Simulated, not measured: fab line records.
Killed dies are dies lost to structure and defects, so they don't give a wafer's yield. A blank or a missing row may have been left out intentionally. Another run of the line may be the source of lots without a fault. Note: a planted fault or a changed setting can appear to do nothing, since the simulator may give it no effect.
Matching of chambers + flow n5Finfet + N5_FIN_CUT_ETCH_21 on rieDiel-04: 4 sister chambers
The step etches SOC in N2/H2, target depth 219 nm, overetch 43.8 nm, time 523.5 s. 4 wafers are shown with their chamber, then 12 later ones without.

EACH WAFER AND ITS CHAMBER
| wafer  | chamber | drypumpMotorCurrentA (A) |
|--------|---------|--------------------------|
| L091.2 | 0       | 5.3                      |
| L092.2 | 2       | 4.7                      |
| L092.4 | 1       | 5.6                      |
| L092.6 | 3       | 6.4                      |

WAFERS MISSING THEIR CHAMBER
| wafer  | drypumpMotorCurrentA (A) |
|--------|--------------------------|
| L093.1 | 5.7                      |
| L093.5 | 4.7                      |
| L093.6 | 5.7                      |
| L095.1 | 4.8                      |
| L095.2 | 6.4                      |
| L095.4 | 4.8                      |
| L096.1 | 4.7                      |
| L096.3 | 6.4                      |
| L096.5 | 4.7                      |
| L097.1 | 4.7                      |
| L097.4 | 6.4                      |
| L097.5 | 6.4                      |

WHICH CHAMBER EACH ONE RAN IN
| wafer  | from the rows above | in truth |
|--------|---------------------|----------|
| L093.1 | 1                   | 1        |
| L093.5 | 2                   | 2        |
| L093.6 | 1                   | 1        |
| L095.1 | 2                   | 2        |
| L095.2 | 3                   | 3        |
| L095.4 | 2                   | 2        |
| L096.1 | 2                   | 2        |
| L096.3 | 3                   | 3        |
| L096.5 | 2                   | 2        |
| L097.1 | 2                   | 2        |
| L097.4 | 3                   | 3        |
| L097.5 | 3                   | 3        |
Correct placement for 12 of the 12. From these rows, 0 cannot be placed. Number placed wrongly: 0.
How it was worked out, from the rows above alone: a wafer's distance from a chamber is the root of the sum, over the readings, of the square of ((its reading less the chamber's mean) divided by the reading's scatter). The wafer belongs to the nearest chamber; if the next one is less than 2 further off, it can't be placed. For every chamber, the mean is computed from those of its wafers that are shown. The scatter (one wafer shown for each chamber): square how far every hidden wafer sits from the nearest shown wafer, average those squares and take the square root.
